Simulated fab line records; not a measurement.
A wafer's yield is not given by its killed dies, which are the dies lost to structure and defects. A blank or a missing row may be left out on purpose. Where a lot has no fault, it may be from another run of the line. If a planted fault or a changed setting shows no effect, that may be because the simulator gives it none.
Which tool is to blame? ; flow n5-finfet ; 12 lots, 33 wafers sampled, at 1 step of a route of 1938

## WHAT THE GAUGES SHOWED, per wafer
N5_ZERO_LAYER_CD_MEAS_11: the cd target is 2000 nm. Usual: cd-nm reads 1999.4 nm (standard deviation 2.7).
lot;measured;on;cd-nm (nm);flag
L725;day 1 18:40;cd-sem-03;1997.4 2000.6;
L727;day 2 06:47;cd-sem-02;2000.7 2000.3;
L729;day 2 18:47;cd-sem-01;1997.3 2002.0;
L730;day 3 00:47;cd-sem-03;1997.0 1998.1 2001.3;
L732;day 3 12:46;cd-sem-03;2002.2 2000.6 2002.1;
L733;day 3 18:40;cd-sem-01;2003.2 1996.4 1998.6;
L735;day 4 06:46;cd-sem-01;1996.1 1998.4 2002.6;
L737;day 4 18:46;cd-sem-02;2000.1 1997.7 1998.1;
L738;day 5 00:46;cd-sem-02;1998.6 2002.8 2000.8;
L740;day 5 12:46;cd-sem-03;1998.7 1998.0 2001.7;
L745;day 6 18:38;cd-sem-02;2000.9 1998.4 1996.8;
L747;day 7 06:38;cd-sem-03;2004.5 2004.1 1996.9;

## WHICH TOOL RAN EACH LOT (tool, then ch and the chambers of the sampled wafers, then the start)
No process step before these readings appears in the record.

## WHAT THE TOOLS THEMSELVES READ (means of the sampled wafers that have a number; where no wafer has one, the mark that the record gives instead)
The record holds no such reading with a usual standard deviation.

## THE ANSWER, worked out from the rows above alone
Rule: lot off if the mean of its wafers having a number is beyond 3 standard deviations from the usual mean. A lot without any number at a reading at which 4 lots or more have one is off too. Where the step has rows for the other lots, those lots are counted as sound. After the gauges, taken in route order, come the tools' own readings; for these a lot's mean is taken, as printed above. The first step at which some lot is off is used, and at that step the reading that is off furthest; a lot without a number counts as furthest.
No lot is off at any reading shown: from this, nothing can be told.

## WHAT WAS PUT IN BY THE SIMULATOR
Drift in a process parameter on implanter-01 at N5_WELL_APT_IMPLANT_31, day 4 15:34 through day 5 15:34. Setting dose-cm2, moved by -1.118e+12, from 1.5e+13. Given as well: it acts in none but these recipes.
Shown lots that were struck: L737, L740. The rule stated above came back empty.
